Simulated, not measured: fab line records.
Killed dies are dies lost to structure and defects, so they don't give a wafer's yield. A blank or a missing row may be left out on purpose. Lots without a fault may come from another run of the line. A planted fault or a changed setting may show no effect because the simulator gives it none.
Matching of chambers / flow n5_finfet / rie_diel-03 running N5_BEOL_M7_ETCH_61: 4 sister chambers
The step etches SiARC in CF4, target depth 45.5 nm, time 75.8 s. 4 wafers are shown with their chamber, then 8 later ones without.

WAFERS, EACH WITH ITS CHAMBER
wafer=L078.6; chamber=2; showerhead_plenum_p_Torr (Torr)=2.10
wafer=L081.5; chamber=0; showerhead_plenum_p_Torr (Torr)=2.08
wafer=L081.6; chamber=1; showerhead_plenum_p_Torr (Torr)=2.22
wafer=L088.2; chamber=3; showerhead_plenum_p_Torr (Torr)=2.22

WAFERS MISSING THEIR CHAMBER
wafer=L088.4; showerhead_plenum_p_Torr (Torr)=2.22
wafer=L088.6; showerhead_plenum_p_Torr (Torr)=2.22
wafer=L092.3; showerhead_plenum_p_Torr (Torr)=2.21
wafer=L092.4; showerhead_plenum_p_Torr (Torr)=2.22
wafer=L092.6; showerhead_plenum_p_Torr (Torr)=2.07
wafer=L093.1; showerhead_plenum_p_Torr (Torr)=2.21
wafer=L093.3; showerhead_plenum_p_Torr (Torr)=2.07
wafer=L093.4; showerhead_plenum_p_Torr (Torr)=2.22

WHICH CHAMBER EACH ONE RAN IN
wafer=L088.4; from the rows above=can't be placed: 1 or 3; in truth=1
wafer=L088.6; from the rows above=can't be placed: 1 or 3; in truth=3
wafer=L092.3; from the rows above=can't be placed: 1 or 3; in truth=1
wafer=L092.4; from the rows above=can't be placed: 1 or 3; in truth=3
wafer=L092.6; from the rows above=0; in truth=0
wafer=L093.1; from the rows above=can't be placed: 1 or 3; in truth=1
wafer=L093.3; from the rows above=0; in truth=0
wafer=L093.4; from the rows above=can't be placed: 1 or 3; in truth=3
Correct placement for 2 of the 8. These rows do not allow placing 6 (true chamber among the candidates in 6). Placed wrongly: 0.
How it was worked out, from the rows above alone: a wafer's distance from a chamber is the root of the sum, over the readings, of the square of ((its reading less the chamber's mean) divided by the reading's scatter). If the next closest chamber is less than 2 further off than the closest, the wafer can't be placed; otherwise it belongs to the closest. The mean given for a chamber averages the wafers shown for that chamber. The scatter: with one shown wafer a chamber, the root of the mean of the squares of how far each hidden wafer lies from its nearest shown one.
